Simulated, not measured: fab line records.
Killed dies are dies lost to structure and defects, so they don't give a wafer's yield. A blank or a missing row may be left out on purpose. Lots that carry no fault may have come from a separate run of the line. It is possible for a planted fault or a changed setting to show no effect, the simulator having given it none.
fab line records	flow n5Finfet	part 2 of 2: steps 5 to 6 of 6
record lots=20	wafers=60	lastDay=17
route steps=1938 shown BEOL_M0_SAQP@690 BEOL_M0_CUTY@708 BEOL_M0@721
lots that met no fault: taken from a fault-free run of the same line
startH: hours from the record's opening day to when the first of the lot's shown wafers began	waitH: hours elapsed since this lot's preceding step	" unchanged from the row above	L1.1+2: a row that stands for several wafers	- either no value or no given start	* or withheld: withheld	< > ~ a bound
route shown NAME@n: a module of which the file shows steps, and the number in the route of the first	usual: mean and standard deviation over wafers with no fault	same: alike in all rows	chamber/n: place in a boat	sites: the reading at each site	_std_site: how widely they spread, as a standard deviation	_edge_site: the outer-site mean with the inner-site mean subtracted	radiusMm: for every site, how far away it sits from the centre of the wafer	mask NAME#n: copy n	behind: the tool/chamber that last shaped the wafer	hold: the reason the lot was held/the length of the hold in hours/how it ended	device: whichever transistor did not switch (one of n, p or np)	end of line: the tests these same wafers got at the end of their route	where a step has no rows: the recipe by itself	killed: the dies lost at the first sort to structure and to defects; this is not the yield of the wafer	map: per-die view of a wafer (x killed, . not killed, _ where there is no die)
set.NAME: the setting the step ran with; set.NAME@STEP: the setting that earlier step ran with	model.NAME: the simulator's own value behind a step, which no gauge read
steps of the route over a sample of lots; a table a step, a row a wafer
services: when a tool's chamber went out of use (startH, in hours from the record's first day, below 0 if earlier), for how many hours, and the reason
## steps
# step N5_BEOL_M0_CUTY_DESCUM_61
# recipe chemistry=O2	timeS=7.9	sourcePowerW=50	biasPowerW=20	pressureMtorr=20	rfFrequencyHz=2.712e+07	tempC=40	resist=CAR-ArF-block	o2FlowSccm=225
# usual chamberPressureMTorr=20.002/0.017	drypumpMotorCurrentA=5.8/0.42	oesProductAu=0.78/0.079	rfVppV=243.0/1.2	showerheadPlenumPTorr=2.08/0.057	throttleValvePct=20.41/0.28
lot.wafer	tool	chamber	startH	waitH	chamberPressureMTorr	drypumpMotorCurrentA	oesProductAu	rfHoursCounterH	rfVppV	showerheadPlenumPTorr	throttleValvePct
L074.1	rieDiel-01	2	115.18	0.2	20.002	6.4	0.80	120	243.2	2.10	20.86
L074.4	"	0	"	"	20.011	5.6	0.77	-	242.3	2.09	20.08
L074.5	"	1	"	"	20.011	6.0	0.89	-	242.1	2.12	20.37
L075.1	rieDiel-01	1	118.30	0.5	20.016	5.9	0.89	53	241.8	2.12	20.41
L075.4	"	2	"	"	19.989	6.5	0.78	-	243.2	2.10	20.84
L075.6	"	1	"	"	19.955	6.0	0.89	-	242.5	2.12	20.41
L076.1	rieDiel-01	3	130.34	2.3	19.998	6.4	0.99	5	244.3	2.24	20.19
L076.5	"	1	"	"	19.979	6.0	0.88	-	242.5	2.12	20.41
L076.6	"	2	"	"	20.021	6.4	0.78	-	243.1	2.10	20.84
L077.2	rieDiel-01	2	133.78	0.7	20.057	6.4	0.78	130	242.2	2.10	20.87
L077.5	"	2	"	"	19.994	6.4	0.78	-	243.6	2.10	20.87
L077.6	"	1	"	"	20.019	6.0	0.87	-	243.1	2.12	20.44
L078.1	rieDiel-04	2	134.42	0.0	19.991	5.0	0.73	182	240.7	2.00	20.17
L078.3	"	0	"	"	20.013	5.7	0.83	74	243.1	2.04	20.72
L078.6	"	3	"	"	20.010	6.2	0.81	-	242.1	2.02	20.01
L079.1	rieDiel-03	1	145.08	0.0	19.987	5.8	0.70	223	243.6	2.06	20.63
L079.2	"	0	"	"	20.010	6.1	0.92	19	242.5	2.05	20.14
L079.4	"	3	"	"	19.987	5.2	0.70	223	244.5	2.15	20.64
L080.3	rieDiel-04	2	151.46	0.0	19.981	5.0	0.73	188	242.0	2.00	20.16
L080.4	"	1	"	"	19.994	5.6	0.68	230	244.5	2.15	20.50
L080.5	"	3	"	"	19.981	6.2	0.80	-	240.8	2.02	20.03
L081.2	rieDiel-04	1	155.88	0.0	19.988	5.6	0.68	231	244.1	2.15	20.50
L081.5	"	0	"	"	20.009	5.7	0.82	-	241.7	2.03	20.74
L081.6	"	1	"	"	19.984	5.6	0.68	-	243.5	2.15	20.50
L082.2	rieDiel-01	2	164.97	0.0	20.024	6.4	0.77	144	242.7	2.09	20.89
L082.3	"	1	"	"	19.992	6.0	0.86	76	242.8	2.11	20.44
L082.6	"	1	"	"	19.990	6.0	0.86	-	244.2	2.11	20.44
L083.1	rieDiel-03	3	171.45	0.0	20.008	5.2	0.69	233	243.9	2.15	20.66
L083.2	"	0	"	"	20.003	6.1	0.92	28	242.7	2.05	20.15
L083.3	"	1	"	"	20.003	5.9	0.68	231	243.3	2.06	20.64
L084.1	rieDiel-04	3	176.70	0.0	20.011	6.2	0.79	99	242.4	2.02	20.02
L084.5	"	2	"	"	20.003	5.0	0.70	-	241.9	2.00	20.19
L084.6	"	1	"	"	19.998	5.6	0.68	-	244.2	2.15	20.50
L085.3	rieDiel-04	3	182.26	0.0	20.012	6.3	0.79	102	242.1	2.02	20.04
L085.5	"	1	"	"	20.029	5.6	0.66	-	244.3	2.15	20.54
L085.6	"	2	"	"	20.014	5.0	0.71	-	240.9	1.99	20.19
L086.1	rieDiel-03	3	186.87	0.0	20.011	5.2	0.68	238	242.9	2.15	20.66
L086.2	"	0	"	"	20.043	6.1	0.90	33	241.3	2.05	20.18
L086.6	"	0	"	"	20.017	6.1	0.89	-	241.3	2.05	20.17
L087.1	rieDiel-04	3	194.55	0.2	19.996	6.2	0.78	105	242.5	2.02	20.03
L087.3	"	2	"	"	19.979	5.0	0.71	204	240.7	1.99	20.20
L087.4	"	1	"	"	20.014	5.6	0.67	245	244.1	2.15	20.52
L088.2	rieDiel-04	1	196.76	0.0	20.016	5.6	0.67	246	242.5	2.15	20.52
L088.3	"	3	"	"	19.976	6.2	0.78	106	241.5	2.02	20.05
L088.5	"	0	"	"	19.992	5.7	0.80	-	241.8	2.03	20.77
L091.2	rieDiel-03	1	217.95	0.6	19.982	5.8	0.68	246	242.8	2.06	20.66
L091.4	"	2	"	"	20.004	6.0	0.75	128	244.4	2.10	20.20
L091.6	"	0	"	"	20.005	6.1	0.87	-	241.8	2.04	20.17
L094.1	rieDiel-03	0	232.17	0.3	20.002	6.1	0.86	50	242.6	2.04	20.21
L094.3	"	2	"	"	20.026	6.0	0.75	134	243.7	2.09	20.22
L094.5	"	2	"	"	19.997	6.0	0.75	-	244.7	2.09	20.21
L095.2	rieDiel-01	3	238.51	0.0	20.018	6.4	0.92	26	245.7	2.23	20.23
L095.3	"	0	"	"	20.015	5.7	0.73	197	243.7	2.07	20.15
L095.4	"	1	"	"	20.027	6.0	0.82	108	243.2	2.10	20.49
L096.2	rieDiel-01	2	247.34	0.0	20.003	6.4	0.73	176	242.4	2.08	20.93
L096.4	"	3	"	"	20.002	6.4	0.93	28	245.5	2.23	20.22
L096.6	"	3	"	"	20.010	6.4	0.92	-	244.6	2.23	20.21
L097.1	rieDiel-01	3	252.39	0.1	19.985	6.4	0.92	29	244.7	2.23	20.22
L097.2	"	1	"	"	19.995	6.0	0.81	111	244.9	2.10	20.49
L097.4	"	0	"	"	20.016	5.7	0.72	200	244.0	2.07	20.17
# step N5_BEOL_M0_TRENCH_ETCH_107
# recipe chemistry=C4F6/O2	targetDepthA=328	target=SiOC	timeS=16.4	ionEnergyEv=250	pressureMtorr=30	sourceW=355	biasW=185	Ar_flow_sccm=300	C4F6_flow_sccm=10	O2_flow_sccm=10
# usual biasW=185.0/0.51	chamberPressureMTorr=30.000/0.026	drypumpMotorCurrentA=5.8/0.44	oes_f_703_au=0.77/0.067	oesProductAu=0.78/0.073	rfVppV=669/5	showerheadPlenumPTorr=2.83/0.074	throttleValvePct=20.84/0.28
lot.wafer	tool	chamber	startH	waitH	biasW	chamberPressureMTorr	drypumpMotorCurrentA	oes_f_703_au	oesProductAu	rfHoursCounterH	rfVppV	showerheadPlenumPTorr	throttleValvePct
L074.1	rieDiel-04	2	117.00	0.0	184.5	30.013	4.9	0.73	0.73	173	664	2.73	20.56
L074.4	"	1	"	"	185.4	30.000	5.6	0.70	0.69	215	668	2.93	20.90
L074.5	"	3	"	"	185.3	29.998	6.2	0.82	0.82	-	673	2.77	20.48
L075.1	rieDiel-04	3	122.32	0.0	184.8	29.924	6.2	0.81	0.82	78	671	2.77	20.47
L075.4	"	2	"	"	185.3	30.009	5.0	0.72	0.73	176	664	2.73	20.57
L075.6	"	1	"	"	184.7	29.991	5.7	0.69	0.68	-	667	2.93	20.90
L076.1	rieDiel-01	1	132.27	0.0	185.6	29.989	5.9	0.85	0.87	61	674	2.89	20.89
L076.5	"	2	"	"	184.5	30.024	6.4	0.79	0.78	-	672	2.86	21.33
L076.6	"	1	"	"	185.2	30.000	5.9	0.85	0.87	-	676	2.89	20.89
L078.1	rieDiel-04	3	135.59	0.0	184.1	30.016	6.2	0.81	0.81	84	673	2.76	20.49
L078.3	"	0	"	"	185.4	30.014	5.7	0.83	0.84	74	664	2.76	21.07
L078.6	"	2	"	"	185.5	29.998	5.0	0.72	0.72	-	663	2.73	20.61
L077.2	rieDiel-04	0	135.70	0.0	185.4	29.996	5.7	0.83	0.84	75	665	2.76	21.07
L077.5	"	0	"	"	184.7	30.027	5.7	0.83	0.84	-	664	2.76	21.08
L077.6	"	3	"	"	185.0	29.962	6.2	0.80	0.82	-	673	2.76	20.51
L079.1	rieDiel-03	0	147.71	0.0	184.9	30.014	6.1	0.91	0.93	20	668	2.79	20.53
L079.2	"	3	"	"	184.2	29.976	5.2	0.70	0.70	224	664	2.93	21.10
L079.4	"	1	"	"	184.8	30.001	5.8	0.70	0.70	224	662	2.82	21.11
L080.3	rieDiel-04	3	153.60	0.0	185.2	30.009	6.3	0.80	0.80	91	672	2.76	20.50
L080.4	"	0	"	"	184.8	29.994	5.7	0.82	0.83	81	663	2.76	21.09
L080.5	"	1	"	"	185.3	30.035	5.6	0.68	0.67	-	666	2.93	20.92
L081.2	rieDiel-01	1	156.56	0.0	184.8	30.015	6.0	0.84	0.86	72	675	2.89	20.90
L081.5	"	1	"	"	186.0	30.013	6.0	0.84	0.86	-	675	2.89	20.91
L081.6	"	2	"	"	185.4	30.009	6.5	0.78	0.77	-	671	2.85	21.35
L082.2	rieDiel-04	3	166.00	0.0	184.9	30.010	6.2	0.79	0.80	95	673	2.76	20.51
L082.3	"	1	"	"	185.1	30.008	5.6	0.68	0.67	235	667	2.92	20.95
L082.6	"	2	"	"	184.6	30.039	4.9	0.71	0.71	-	665	2.72	20.60
L083.1	rieDiel-01	2	172.18	0.0	184.8	30.009	6.4	0.77	0.76	147	671	2.85	21.34
L083.2	"	0	"	"	184.3	30.013	5.7	0.74	0.75	170	667	2.85	20.62
L083.3	"	1	"	"	185.9	29.943	6.0	0.83	0.86	79	674	2.88	20.93
L084.1	rieDiel-01	1	178.62	0.0	185.0	30.022	6.0	0.83	0.85	83	673	2.88	20.94
L084.5	"	0	"	"	184.5	30.029	5.7	0.75	0.75	-	669	2.85	20.62
L084.6	"	1	"	"	185.3	29.983	6.0	0.82	0.84	-	675	2.88	20.94
L085.3	rieDiel-01	1	185.41	0.0	184.3	29.992	5.9	0.82	0.84	86	674	2.88	20.94
L085.5	"	0	"	"	185.2	29.942	5.7	0.74	0.74	-	667	2.85	20.65
L085.6	"	1	"	"	185.7	29.988	6.0	0.82	0.84	-	675	2.88	20.94
L086.1	rieDiel-01	2	188.78	0.0	186.0	29.980	6.4	0.77	0.76	155	671	2.85	21.36
L086.2	"	1	"	"	184.3	29.958	6.0	0.82	0.83	87	674	2.88	20.94
L086.6	"	1	"	"	184.2	29.970	6.0	0.81	0.84	-	676	2.88	20.93
L087.1	rieDiel-01	2	195.87	0.0	184.6	30.022	6.4	0.76	0.76	159	671	2.85	21.36
L087.3	"	1	"	"	184.8	29.975	6.0	0.82	0.83	91	673	2.88	20.95
L087.4	"	3	"	"	184.8	29.955	6.4	0.94	0.95	14	680	3.02	20.54
L088.2	rieDiel-03	3	197.73	0.0	184.2	29.988	5.2	0.69	0.68	241	665	2.92	21.13
L088.3	"	0	"	"	184.6	30.005	6.1	0.88	0.88	36	669	2.78	20.56
L088.5	"	3	"	"	185.3	30.025	5.2	0.69	0.67	-	665	2.92	21.13
L091.2	rieDiel-04	0	219.41	0.0	184.8	30.021	5.7	0.80	0.80	108	665	2.75	21.14
L091.4	"	3	"	"	185.1	29.955	6.2	0.77	0.78	-	671	2.75	20.54
L091.6	"	0	"	"	184.4	30.008	5.7	0.80	0.80	-	665	2.75	21.14
L094.1	rieDiel-04	0	234.49	0.0	185.4	30.018	5.7	0.79	0.78	115	664	2.74	21.14
L094.3	"	2	"	"	185.3	29.934	5.0	0.69	0.69	224	664	2.71	20.65
L094.5	"	3	"	"	184.8	29.965	6.2	0.76	0.76	-	673	2.75	20.54
L095.2	rieDiel-01	3	241.58	0.0	185.1	30.020	6.4	0.92	0.93	26	679	3.01	20.57
L095.3	"	0	"	"	184.3	29.983	5.6	0.72	0.72	197	666	2.84	20.66
L095.4	"	1	"	"	183.9	29.967	6.0	0.79	0.82	108	675	2.87	20.97
L097.1	rieDiel-01	1	255.14	0.0	185.8	29.967	5.9	0.79	0.81	111	674	2.87	20.97
L097.2	"	2	"	"	185.3	29.989	6.4	0.75	0.74	178	669	2.84	21.38
L097.4	"	0	"	"	184.9	30.020	5.7	0.72	0.72	201	665	2.83	20.66
L096.2	rieDiel-04	0	255.24	0.0	185.1	30.088	5.7	0.78	0.79	123	662	2.74	21.16
L096.4	"	1	"	"	184.6	30.020	5.6	0.96	0.96	9	667	2.91	20.62
L096.6	"	3	"	"	184.7	29.941	6.2	0.75	0.76	-	672	2.74	20.58
## services
tool	chamber	startH	hours	kind
rieDiel-01	3	104.27	-	clean
rieDiel-01	3	104.27	-	consumableReplace:focusRing
rieDiel-01	3	104.27	-	consumableReplace:showerhead
rieDiel-02	1	104.61	8.1	repair
rieDiel-06	-	109.40	0.7	repair
rieDiel-03	-	109.52	28.1	pm
rieDiel-01	0	143.31	8.5	repair
rieDiel-01	3	144.31	29.9	repair
rieDiel-02	-	146.70	2.8	pm
rieDiel-03	2	156.59	4.1	repair
rieDiel-02	3	157.07	-	clean
rieDiel-02	3	157.07	-	consumableReplace:focusRing
rieDiel-02	3	157.07	-	consumableReplace:showerhead
rieDiel-02	3	157.07	15.7	scheduledDown
rieDiel-02	3	157.07	15.7	ventCycle
rieDiel-01	3	179.40	9.7	repair
rieDiel-02	0	180.05	2.6	repair
rieDiel-01	3	189.25	4.4	repair
rieDiel-04	1	204.31	-	clean
rieDiel-04	1	204.31	-	consumableReplace:focusRing
rieDiel-04	1	204.31	27.6	scheduledDown
rieDiel-04	1	204.31	27.6	ventCycle
rieDiel-06	2	212.43	-	clean
rieDiel-01	3	218.62	7.3	repair
